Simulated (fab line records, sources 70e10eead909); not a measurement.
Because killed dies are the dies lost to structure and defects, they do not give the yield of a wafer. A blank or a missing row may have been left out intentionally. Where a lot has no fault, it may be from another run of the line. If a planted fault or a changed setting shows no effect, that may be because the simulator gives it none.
Check of tool commonality | flow nandHarc | Sampled: 13 lots, 39 wafers

WHY IT WAS OPENED
On 2 of the 13 lots, a flag is raised at NHARC_P_ZERO_WELL_INSPECT_43 on the reading rawDefectCount. Wafers without a fault read 11, standard deviation 5.6.
Rule: a lot is flagged in two cases, either no wafer of it has a number, or all its wafers with numbers fall more than 4 standard deviations from that mean. As for the other lots, they are considered sound.

lot  | measured     | on               | rawDefectCount, wafer by wafer | flag
L846 | day 2 03:47  | defectInspect-01 | 8 22 8                         | 
L847 | day 2 13:22  | defectInspect-02 | 5 11 6                         | 
L848 | day 3 01:16  | defectInspect-02 | 5 7 5                          | 
L855 | day 5 23:23  | defectInspect-01 | 1423 1408 1465                 | FLAGGED
L856 | day 6 07:26  | defectInspect-01 | 1438 1472 1409                 | FLAGGED
L861 | day 8 10:08  | defectInspect-02 | 15 15 14                       | 
L863 | day 9 05:41  | defectInspect-02 | 9 12 10                        | 
L862 | day 9 06:47  | defectInspect-01 | 10 17 14                       | 
L864 | day 9 15:30  | defectInspect-01 | 11 14 14                       | 
L865 | day 10 01:35 | defectInspect-02 | 9 13 10                        | 
L866 | day 10 14:56 | defectInspect-02 | 17 17 16                       | 
L867 | day 10 21:32 | defectInspect-02 | 23 32 18                       | 
L868 | day 11 09:50 | defectInspect-01 | 4 13 13                        | 
The numbers of the flagged lots are 1436 on average: +1425 against the usual, or +99 or more standard deviations.

LOT BY LOT: THE TOOL USED
The record holds 2 process steps before the reading, out of a route of 1302 steps. In each cell: the tool, then ch and the chambers that the sampled wafers went through, then the start.
lot  | flag    | NHARC_P_ZERO_WELL_ETCH_62                    | NHARC_P_ZERO_WELL_STRIP_28
L846 |         | rieDiel-06 ch 0,1, day 1 23:31 or earlier    | wetBench-03 ch 4,6,7, day 1 23:31
L847 |         | rieDiel-12 ch 0,3, day 2 09:18 or earlier    | wetBench-09 ch 1,2,3, day 2 09:18
L848 |         | rieDiel-06 ch 0,2, day 2 21:00 or earlier    | wetBench-09 ch 2,3,7, day 2 21:00
L855 | FLAGGED | rieDiel-12 ch 0,1,3, day 5 17:21 or earlier  | wetBench-09 ch 0,3,4, day 5 17:21
L856 | FLAGGED | rieDiel-12 ch 0,1,3, day 6 03:21 or earlier  | wetBench-09 ch 3,5,6, day 6 03:21
L861 |         | rieDiel-10 ch 0,1,3, day 8 05:40 or earlier  | wetBench-07 ch 1,2,3, day 8 05:40
L863 |         | rieDiel-12 ch 0,1,2, day 9 01:27 or earlier  | wetBench-07 ch 0,1,3, day 9 01:27
L862 |         | rieDiel-12 ch 0,1,3, day 8 22:47 or earlier  | wetBench-07 ch 3,4,7, day 8 22:47
L864 |         | rieDiel-12 ch 1,3, day 9 11:23 or earlier    | wetBench-03 ch 0,6,7, day 9 11:23
L865 |         | rieDiel-10 ch 0,1,2, day 9 21:29 or earlier  | wetBench-09 ch 2,3,6, day 9 21:29
L866 |         | rieDiel-12 ch 0,1,2, day 10 10:49 or earlier | wetBench-09 ch 0,1,3, day 10 10:49
L867 |         | rieDiel-06 ch 0,1,3, day 10 17:26 or earlier | wetBench-03 ch 0,3,4, day 10 17:26
L868 |         | rieDiel-10 ch 1,2,3, day 11 03:22 or earlier | wetBench-09 ch 1,2,4, day 11 03:22
What the steps here do:
- NHARC_P_ZERO_WELL_ETCH_62: etches the open film in CHF3/Ar, target depth 13 nm, time 6.5 s.
- NHARC_P_ZERO_WELL_STRIP_28: strips in SPM, time 840 s.
- NHARC_P_ZERO_WELL_INSPECT_43

FLAGGED OVER TOTAL, TOOL BY TOOL (the gauges that took the reading come last)
step                         | tool             | lots run | flagged | share of the flagged lots | sound lots run after its first flagged lot
NHARC_P_ZERO_WELL_ETCH_62    | rieDiel-06       | 3        | 0       | none                      | -
NHARC_P_ZERO_WELL_ETCH_62    | rieDiel-10       | 3        | 0       | none                      | -
NHARC_P_ZERO_WELL_ETCH_62    | rieDiel-12       | 7        | 2       | all                       | 4 (L862,L863,L864,L866)
NHARC_P_ZERO_WELL_STRIP_28   | wetBench-03      | 3        | 0       | none                      | -
NHARC_P_ZERO_WELL_STRIP_28   | wetBench-07      | 3        | 0       | none                      | -
NHARC_P_ZERO_WELL_STRIP_28   | wetBench-09      | 7        | 2       | all                       | 3 (L865,L866,L868)
NHARC_P_ZERO_WELL_INSPECT_43 | defectInspect-01 | 6        | 2       | all                       | 3 (L862,L864,L868)
NHARC_P_ZERO_WELL_INSPECT_43 | defectInspect-02 | 7        | 0       | none                      | -
With no start given for some of its lots, NHARC_P_ZERO_WELL_ETCH_62 uses the hours and lot order of NHARC_P_ZERO_WELL_STRIP_28.

WHAT THE TABLE PERMITS
rieDiel-12 at NHARC_P_ZERO_WELL_ETCH_62, wetBench-09 at NHARC_P_ZERO_WELL_STRIP_28 and defectInspect-01 at NHARC_P_ZERO_WELL_INSPECT_43: these 3 rows of the table ran every flagged lot.
- rieDiel-12 at NHARC_P_ZERO_WELL_ETCH_62: 2 of its 7 lots flagged. Sound lots followed the first flagged one (L862, L863, L864, L866) on it, something a lasting fault affecting the whole tool could not allow.
- wetBench-09 at NHARC_P_ZERO_WELL_STRIP_28: 2 of its 7 lots flagged. Sound lots followed the first flagged one (L865, L866, L868) on it, something a lasting fault affecting the whole tool could not allow.
- defectInspect-01 at NHARC_P_ZERO_WELL_INSPECT_43: 2 of its 6 lots flagged. Sound lots followed the first flagged one (L862, L864, L868) on it, something a lasting fault affecting the whole tool could not allow.
None of the table's rows ran every flagged lot and, after the first, no sound lot.

WHAT THE SIMULATOR HAD PUT IN
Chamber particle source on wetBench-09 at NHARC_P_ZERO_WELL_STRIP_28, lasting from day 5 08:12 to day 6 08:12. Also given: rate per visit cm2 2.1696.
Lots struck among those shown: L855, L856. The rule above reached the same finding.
